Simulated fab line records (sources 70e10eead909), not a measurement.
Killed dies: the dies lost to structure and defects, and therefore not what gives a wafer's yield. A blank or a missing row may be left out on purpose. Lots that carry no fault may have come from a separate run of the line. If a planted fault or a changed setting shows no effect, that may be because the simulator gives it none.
Which tool was responsible? / flow nand_harc / 12 lots with 36 wafers sampled at 5 steps, on a route of 1159 steps

## WHAT THE GAUGES READ, wafer by wafer
NHARC_END_SORT_01.
lot=L266; measured=day 20 06:23; on=prober-01; killed_at_array=31 32 14; killed_at_other=1 0 2; killed_at_periphery=1 2 3; killed_dies=33 34 19; killed_open=6 6 1; killed_short=0 4 3
lot=L267; measured=day 20 06:20; on=prober-02; killed_at_array=27 28 15; killed_at_other=0 1 0; killed_at_periphery=5 1 0; killed_dies=32 30 15; killed_open=3 3 2; killed_short=1 5 1
lot=L269; measured=day 20 15:52; on=prober-01; killed_at_array=39 34 32; killed_at_other=0 0 1; killed_at_periphery=1 2 0; killed_dies=40 36 33; killed_open=3 3 2; killed_short=0 2 2
lot=L271; measured=day 21 06:29; on=prober-02; killed_at_array=12 19 9; killed_at_other=1 1 0; killed_at_periphery=4 1 1; killed_dies=17 21 10; killed_open=3 2 4; killed_short=4 5 1
lot=L277; measured=day 21 21:55; on=prober-01; killed_at_array=674 673 676; killed_at_other=2 1 0; killed_at_periphery=1 3 1; killed_dies=677 677 677; killed_open=5 5 9; killed_short=3 1 0
lot=L276; measured=day 22 06:43; on=prober-02; killed_at_array=675 675 675; killed_at_other=0 0 0; killed_at_periphery=2 2 2; killed_dies=677 677 677; killed_open=3 5 1; killed_short=2 4 0
lot=L281; measured=day 23 15:56; on=prober-02; killed_at_array=33 43 33; killed_at_other=0 0 0; killed_at_periphery=1 1 2; killed_dies=34 44 35; killed_open=4 4 4; killed_short=1 4 2
lot=L282; measured=day 24 01:17; on=prober-01; killed_at_array=54 40 48; killed_at_other=0 1 0; killed_at_periphery=4 2 3; killed_dies=58 43 51; killed_open=4 4 4; killed_short=3 1 2
lot=L285; measured=day 24 18:47; on=prober-02; killed_at_array=46 46 32; killed_at_other=1 0 0; killed_at_periphery=7 6 7; killed_dies=54 52 39; killed_open=7 1 2; killed_short=2 5 0
lot=L283; measured=day 24 19:37; on=prober-01; killed_at_array=17 20 19; killed_at_other=4 2 0; killed_at_periphery=2 3 3; killed_dies=23 25 22; killed_open=8 4 6; killed_short=2 1 1
lot=L284; measured=day 25 03:20; on=prober-02; killed_at_array=22 16 25; killed_at_other=1 1 2; killed_at_periphery=7 12 3; killed_dies=30 29 30; killed_open=6 3 3; killed_short=1 1 2
lot=L286; measured=day 25 11:56; on=prober-02; killed_at_array=34 27 30; killed_at_other=1 1 2; killed_at_periphery=1 1 4; killed_dies=36 29 36; killed_open=5 3 2; killed_short=0 2 1

## WHAT TOOL EACH LOT RAN ON (gives the tool, then ch and the chambers of the sampled wafers, and finally the start)
lot=L266; NHARC_A_BLC_DESCUM_15=rie_diel-08 ch 0,1,2, day 17 21:53; NHARC_A_BLC_ETCH_16=rie_diel-08 ch 0,1,2, day 17 21:59; NHARC_A_BLC_DEGAS_30=pvd_sputter-03, day 17 23:29; NHARC_A_BLC_ALD_23=ald_metal-03 ch 1,2,3, day 17 23:43
lot=L267; NHARC_A_BLC_DESCUM_15=rie_diel-08 ch 1,3, day 18 05:26; NHARC_A_BLC_ETCH_16=rie_diel-08 ch 0,1, day 18 05:30; NHARC_A_BLC_DEGAS_30=pvd_sputter-03, day 18 07:00; NHARC_A_BLC_ALD_23=ald_metal-02 ch 0,1, day 18 07:15
lot=L269; NHARC_A_BLC_DESCUM_15=rie_diel-08 ch 2,3, day 18 13:16; NHARC_A_BLC_ETCH_16=rie_diel-08 ch 1,2,3, day 18 13:20; NHARC_A_BLC_DEGAS_30=pvd_sputter-02, day 18 14:49; NHARC_A_BLC_ALD_23=ald_metal-03 ch 0,3, day 18 15:04
lot=L271; NHARC_A_BLC_DESCUM_15=rie_diel-03 ch 0,1,3, day 19 03:56; NHARC_A_BLC_ETCH_16=rie_diel-03 ch 0,2,3, day 19 04:01; NHARC_A_BLC_DEGAS_30=pvd_sputter-02, day 19 05:30; NHARC_A_BLC_ALD_23=ald_metal-04 ch 0,2,3, day 19 05:45
lot=L277; NHARC_A_BLC_DESCUM_15=rie_diel-03 ch 0,1,3, day 20 01:38; NHARC_A_BLC_ETCH_16=rie_diel-03 ch 0,2,3, day 20 01:55; NHARC_A_BLC_DEGAS_30=pvd_sputter-03, day 20 03:25; NHARC_A_BLC_ALD_23=ald_metal-02 ch 0,2,3, day 20 03:40
lot=L276; NHARC_A_BLC_DESCUM_15=rie_diel-03 ch 1,2, day 20 05:58; NHARC_A_BLC_ETCH_16=rie_diel-03 ch 1,3, day 20 06:03; NHARC_A_BLC_DEGAS_30=pvd_sputter-03, day 20 07:34; NHARC_A_BLC_ALD_23=ald_metal-03 ch 1,2,3, day 20 07:50
lot=L281; NHARC_A_BLC_DESCUM_15=rie_diel-11 ch 0,1,3, day 21 20:38; NHARC_A_BLC_ETCH_16=rie_diel-11 ch 0,2,3, day 21 20:43; NHARC_A_BLC_DEGAS_30=pvd_sputter-01, day 21 22:17; NHARC_A_BLC_ALD_23=ald_metal-04 ch 0,2,3, day 21 22:34
lot=L282; NHARC_A_BLC_DESCUM_15=rie_diel-03 ch 1,2, day 21 20:55; NHARC_A_BLC_ETCH_16=rie_diel-03 ch 0,1,3, day 21 21:01; NHARC_A_BLC_DEGAS_30=pvd_sputter-03, day 21 22:29; NHARC_A_BLC_ALD_23=ald_metal-02 ch 2,3, day 21 22:44
lot=L285; NHARC_A_BLC_DESCUM_15=rie_diel-11 ch 1,2,3, day 22 19:47; NHARC_A_BLC_ETCH_16=rie_diel-11 ch 1,2,3, day 22 19:53; NHARC_A_BLC_DEGAS_30=pvd_sputter-01, day 22 21:22; NHARC_A_BLC_ALD_23=ald_metal-03 ch 1,2,3, day 22 21:37
lot=L283; NHARC_A_BLC_DESCUM_15=rie_diel-08 ch 0,2,3, day 23 00:04; NHARC_A_BLC_ETCH_16=rie_diel-08 ch 0,2,3, day 23 00:10; NHARC_A_BLC_DEGAS_30=pvd_sputter-02, day 23 01:39; NHARC_A_BLC_ALD_23=ald_metal-04 ch 0,1,2, day 23 01:55
lot=L284; NHARC_A_BLC_DESCUM_15=rie_diel-03 ch 0,1,3, day 23 00:50; NHARC_A_BLC_ETCH_16=rie_diel-03 ch 0,2, day 23 00:55; NHARC_A_BLC_DEGAS_30=pvd_sputter-01, day 23 02:23; NHARC_A_BLC_ALD_23=ald_metal-03 ch 1,2,3, day 23 02:40
lot=L286; NHARC_A_BLC_DESCUM_15=rie_diel-08 ch 0,1,2, day 23 07:55; NHARC_A_BLC_ETCH_16=rie_diel-08 ch 1,2,3, day 23 07:59; NHARC_A_BLC_DEGAS_30=pvd_sputter-02, day 23 09:28; NHARC_A_BLC_ALD_23=ald_metal-04 ch 0,1,2, day 23 09:44
- NHARC_A_BLC_DESCUM_15: chemistry O2, time 3 s.
- NHARC_A_BLC_ETCH_16: etches the open film in CF4, target depth 39 nm, time 65 s.
- NHARC_A_BLC_DEGAS_30: time 60 s.
- NHARC_A_BLC_ALD_23: deposits TiN, target thk 3 nm, pulse time 1 s, ald cycles 150.

## AS READ BY THE TOOLS THEMSELVES (means over the sampled wafers that have a number; for cases with no such wafer, the mark the record gives instead)
NHARC_A_BLC_DESCUM_15.
lot=L266; tool=rie_diel-08; drypump_motor_current_A (A)=5.8; oes_product_au (a.u.)=1.010; rf_vpp_V (V)=57.9; showerhead_plenum_p_Torr (Torr)=1.87; throttle_valve_pct (%)=11.311
lot=L267; tool=rie_diel-08; drypump_motor_current_A (A)=5.3; oes_product_au (a.u.)=1.008; rf_vpp_V (V)=57.9; showerhead_plenum_p_Torr (Torr)=1.95; throttle_valve_pct (%)=11.310
lot=L269; tool=rie_diel-08; drypump_motor_current_A (A)=5.5; oes_product_au (a.u.)=1.001; rf_vpp_V (V)=56.6; showerhead_plenum_p_Torr (Torr)=1.84; throttle_valve_pct (%)=11.308
lot=L271; tool=rie_diel-03; drypump_motor_current_A (A)=5.1; oes_product_au (a.u.)=0.998; rf_vpp_V (V)=57.7; showerhead_plenum_p_Torr (Torr)=1.97; throttle_valve_pct (%)=11.309
lot=L277; tool=rie_diel-03; drypump_motor_current_A (A)=5.1; oes_product_au (a.u.)=1.009; rf_vpp_V (V)=57.8; showerhead_plenum_p_Torr (Torr)=1.97; throttle_valve_pct (%)=11.323
lot=L276; tool=rie_diel-03; drypump_motor_current_A (A)=5.8; oes_product_au (a.u.)=1.004; rf_vpp_V (V)=58.4; showerhead_plenum_p_Torr (Torr)=1.99; throttle_valve_pct (%)=11.306
lot=L281; tool=rie_diel-11; drypump_motor_current_A (A)=5.7; oes_product_au (a.u.)=0.996; rf_vpp_V (V)=57.7; showerhead_plenum_p_Torr (Torr)=1.85; throttle_valve_pct (%)=11.315
lot=L282; tool=rie_diel-03; drypump_motor_current_A (A)=6.4; oes_product_au (a.u.)=1.000; rf_vpp_V (V)=57.0; showerhead_plenum_p_Torr (Torr)=1.92; throttle_valve_pct (%)=11.315
lot=L285; tool=rie_diel-11; drypump_motor_current_A (A)=5.9; oes_product_au (a.u.)=1.005; rf_vpp_V (V)=57.4; showerhead_plenum_p_Torr (Torr)=1.85; throttle_valve_pct (%)=11.319
lot=L283; tool=rie_diel-08; drypump_motor_current_A (A)=5.4; oes_product_au (a.u.)=0.987; rf_vpp_V (V)=57.8; showerhead_plenum_p_Torr (Torr)=1.83; throttle_valve_pct (%)=11.315
lot=L284; tool=rie_diel-03; drypump_motor_current_A (A)=5.1; oes_product_au (a.u.)=1.002; rf_vpp_V (V)=58.8; showerhead_plenum_p_Torr (Torr)=1.97; throttle_valve_pct (%)=11.318
lot=L286; tool=rie_diel-08; drypump_motor_current_A (A)=5.8; oes_product_au (a.u.)=0.998; rf_vpp_V (V)=56.7; showerhead_plenum_p_Torr (Torr)=1.87; throttle_valve_pct (%)=11.316

NHARC_A_BLC_ETCH_16.
lot=L266; tool=rie_diel-08; drypump_motor_current_A (A)=5.8; oes_product_au (a.u.)=0.998; rf_vpp_V (V)=151.1; showerhead_plenum_p_Torr (Torr)=1.73; throttle_valve_pct (%)=13.279
lot=L267; tool=rie_diel-08; drypump_motor_current_A (A)=5.7; oes_product_au (a.u.)=1.003; rf_vpp_V (V)=152.0; showerhead_plenum_p_Torr (Torr)=1.72; throttle_valve_pct (%)=13.285
lot=L269; tool=rie_diel-08; drypump_motor_current_A (A)=5.6; oes_product_au (a.u.)=1.003; rf_vpp_V (V)=150.8; showerhead_plenum_p_Torr (Torr)=1.77; throttle_valve_pct (%)=13.277
lot=L271; tool=rie_diel-03; drypump_motor_current_A (A)=5.6; oes_product_au (a.u.)=0.996; rf_vpp_V (V)=149.9; showerhead_plenum_p_Torr (Torr)=1.76; throttle_valve_pct (%)=13.284
lot=L277; tool=rie_diel-03; drypump_motor_current_A (A)=5.6; oes_product_au (a.u.)=1.008; rf_vpp_V (V)=151.2; showerhead_plenum_p_Torr (Torr)=1.76; throttle_valve_pct (%)=13.283
lot=L276; tool=rie_diel-03; drypump_motor_current_A (A)=5.2; oes_product_au (a.u.)=1.009; rf_vpp_V (V)=151.8; showerhead_plenum_p_Torr (Torr)=1.82; throttle_valve_pct (%)=13.292
lot=L281; tool=rie_diel-11; drypump_motor_current_A (A)=6.2; oes_product_au (a.u.)=0.988; rf_vpp_V (V)=150.8; showerhead_plenum_p_Torr (Torr)=1.75; throttle_valve_pct (%)=13.281
lot=L282; tool=rie_diel-03; drypump_motor_current_A (A)=5.1; oes_product_au (a.u.)=0.999; rf_vpp_V (V)=151.1; showerhead_plenum_p_Torr (Torr)=1.81; throttle_valve_pct (%)=13.280
lot=L285; tool=rie_diel-11; drypump_motor_current_A (A)=5.9; oes_product_au (a.u.)=0.997; rf_vpp_V (V)=150.4; showerhead_plenum_p_Torr (Torr)=1.71; throttle_valve_pct (%)=13.286
lot=L283; tool=rie_diel-08; drypump_motor_current_A (A)=5.5; oes_product_au (a.u.)=0.993; rf_vpp_V (V)=150.4; showerhead_plenum_p_Torr (Torr)=1.70; throttle_valve_pct (%)=13.278
lot=L284; tool=rie_diel-03; drypump_motor_current_A (A)=6.2; oes_product_au (a.u.)=1.007; rf_vpp_V (V)=150.5; showerhead_plenum_p_Torr (Torr)=1.74; throttle_valve_pct (%)=13.274
lot=L286; tool=rie_diel-08; drypump_motor_current_A (A)=5.6; oes_product_au (a.u.)=1.007; rf_vpp_V (V)=151.5; showerhead_plenum_p_Torr (Torr)=1.77; throttle_valve_pct (%)=13.285

NHARC_A_BLC_DEGAS_30.
lot=L266; tool=pvd_sputter-03; heater_power_w (W)=434; susceptor_temp_C (C)=299.95
lot=L267; tool=pvd_sputter-03; heater_power_w (W)=462; susceptor_temp_C (C)=-
lot=L269; tool=pvd_sputter-02; heater_power_w (W)=437; susceptor_temp_C (C)=-
lot=L271; tool=pvd_sputter-02; heater_power_w (W)=466; susceptor_temp_C (C)=300.11
lot=L277; tool=pvd_sputter-03; heater_power_w (W)=417; susceptor_temp_C (C)=299.86
lot=L276; tool=pvd_sputter-03; heater_power_w (W)=431; susceptor_temp_C (C)=299.92
lot=L281; tool=pvd_sputter-01; heater_power_w (W)=460; susceptor_temp_C (C)=300.06
lot=L282; tool=pvd_sputter-03; heater_power_w (W)=472; susceptor_temp_C (C)=299.99
lot=L285; tool=pvd_sputter-01; heater_power_w (W)=460; susceptor_temp_C (C)=299.92
lot=L283; tool=pvd_sputter-02; heater_power_w (W)=457; susceptor_temp_C (C)=299.82
lot=L284; tool=pvd_sputter-01; heater_power_w (W)=487; susceptor_temp_C (C)=299.97
lot=L286; tool=pvd_sputter-02; heater_power_w (W)=460; susceptor_temp_C (C)=300.04

NHARC_A_BLC_ALD_23.
lot=L266; tool=ald_metal-03; heater_power_outer_w (W)=746; heater_power_w (W)=1149; precursor_pulse_height_rel=0.994; susceptor_temp_C (C)=449.85
lot=L267; tool=ald_metal-02; heater_power_outer_w (W)=681; heater_power_w (W)=1022; precursor_pulse_height_rel=1.005; susceptor_temp_C (C)=450.26
lot=L269; tool=ald_metal-03; heater_power_outer_w (W)=688; heater_power_w (W)=1043; precursor_pulse_height_rel=0.984; susceptor_temp_C (C)=-
lot=L271; tool=ald_metal-04; heater_power_outer_w (W)=765; heater_power_w (W)=1198; precursor_pulse_height_rel=1.021; susceptor_temp_C (C)=450.00
lot=L277; tool=ald_metal-02; heater_power_outer_w (W)=-; heater_power_w (W)=-; precursor_pulse_height_rel=-; susceptor_temp_C (C)=-
lot=L276; tool=ald_metal-03; heater_power_outer_w (W)=-; heater_power_w (W)=-; precursor_pulse_height_rel=-; susceptor_temp_C (C)=-
lot=L281; tool=ald_metal-04; heater_power_outer_w (W)=776; heater_power_w (W)=1203; precursor_pulse_height_rel=0.988; susceptor_temp_C (C)=449.99
lot=L282; tool=ald_metal-02; heater_power_outer_w (W)=662; heater_power_w (W)=1042; precursor_pulse_height_rel=0.990; susceptor_temp_C (C)=450.06
lot=L285; tool=ald_metal-03; heater_power_outer_w (W)=740; heater_power_w (W)=1122; precursor_pulse_height_rel=1.027; susceptor_temp_C (C)=450.00
lot=L283; tool=ald_metal-04; heater_power_outer_w (W)=782; heater_power_w (W)=1205; precursor_pulse_height_rel=1.003; susceptor_temp_C (C)=450.01
lot=L284; tool=ald_metal-03; heater_power_outer_w (W)=730; heater_power_w (W)=1117; precursor_pulse_height_rel=1.009; susceptor_temp_C (C)=450.02
lot=L286; tool=ald_metal-04; heater_power_outer_w (W)=789; heater_power_w (W)=1205; precursor_pulse_height_rel=0.988; susceptor_temp_C (C)=449.89

## THE ANSWER, worked out from the rows above alone
Rule: the lots themselves supply what counts as usual. Put in order of their means at a reading, lots are off if they are a third of the lots or fewer, leave a main group of 4 or more, and stand apart from it by a gap of 3 or more times the standard deviation of the main group's means; of several such gaps the widest counts. A main group is skipped when, at the precision printed for the reading in the tables above, its means are all equal. Also off: a lot with no number at a reading for which 4 or more lots have one. All remaining lots with rows at the step are treated as sound. After the gauges, taken in route order, come the tools' own readings; for these a lot's mean is taken, as printed above. At the first step where some lot is off, the reading lying furthest off is the one used; lots without a number count as furthest.
Off: L277, L276, at NHARC_END_SORT_01 (killed_at_array). Main group: mean 29, sd 10.
If a tool, at a process step before that reading, ran all the lots that are off and no sound lot after the first of them, it fits. Not tried: the gauges at NHARC_END_SORT_01; whatever is off there is also off at NHARC_A_BLC_ALD_23, on other tools, and gauge error can't account for it. None of those tried fits.

## WHAT HAD BEEN PUT IN BY THE SIMULATOR
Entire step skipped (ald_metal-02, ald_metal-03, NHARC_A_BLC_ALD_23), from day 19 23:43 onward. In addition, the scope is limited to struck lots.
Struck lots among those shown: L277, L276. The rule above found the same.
